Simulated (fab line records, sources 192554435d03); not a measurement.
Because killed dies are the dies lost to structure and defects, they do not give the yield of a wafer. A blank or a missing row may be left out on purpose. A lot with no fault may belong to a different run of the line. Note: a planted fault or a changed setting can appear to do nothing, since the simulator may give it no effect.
Matching of chambers	flow n5 finfet	N5_FIN_SAQP_PECVD_48 on pecvd-02: 3 sister chambers
The step deposits SiNx from SiH4/NH3/N2, target thk 25 nm, time 22.1 s. 3 wafers are shown with their chamber, then 11 later ones without.

EACH WAFER AND ITS CHAMBER
wafer	chamber	throttle valve pct (%)
L086.6	1	40.9
L089.5	0	39.4
L092.3	2	37.8

WAFERS WHOSE CHAMBER IS MISSING
wafer	throttle valve pct (%)
L092.5	38.0
L092.6	41.0
L093.1	39.5
L093.3	41.0
L093.4	39.3
L094.1	39.6
L094.3	40.8
L094.4	39.6
L097.2	39.5
L097.4	38.0
L097.5	41.0

WHICH CHAMBER EACH WENT THROUGH
wafer	from the rows above	in truth
L092.5	2	2
L092.6	1	1
L093.1	0	0
L093.3	1	1
L093.4	0	0
L094.1	0	0
L094.3	1	1
L094.4	0	0
L097.2	0	0
L097.4	2	2
L097.5	1	1
Correctly placed: 11 of 11. Number that these rows cannot place: 0. Placed wrongly: 0.
How it was worked out, from the rows above alone: a wafer's distance from a chamber is the root of the sum, over the readings, of the square of ((its reading less the chamber's mean) divided by the reading's scatter). If the next closest chamber is less than 2 further off than the closest, the wafer can't be placed; otherwise it belongs to the closest. For every chamber, the mean is computed from those of its wafers that are shown. The scatter (one wafer shown for each chamber): square how far every hidden wafer sits from the nearest shown wafer, average those squares and take the square root.
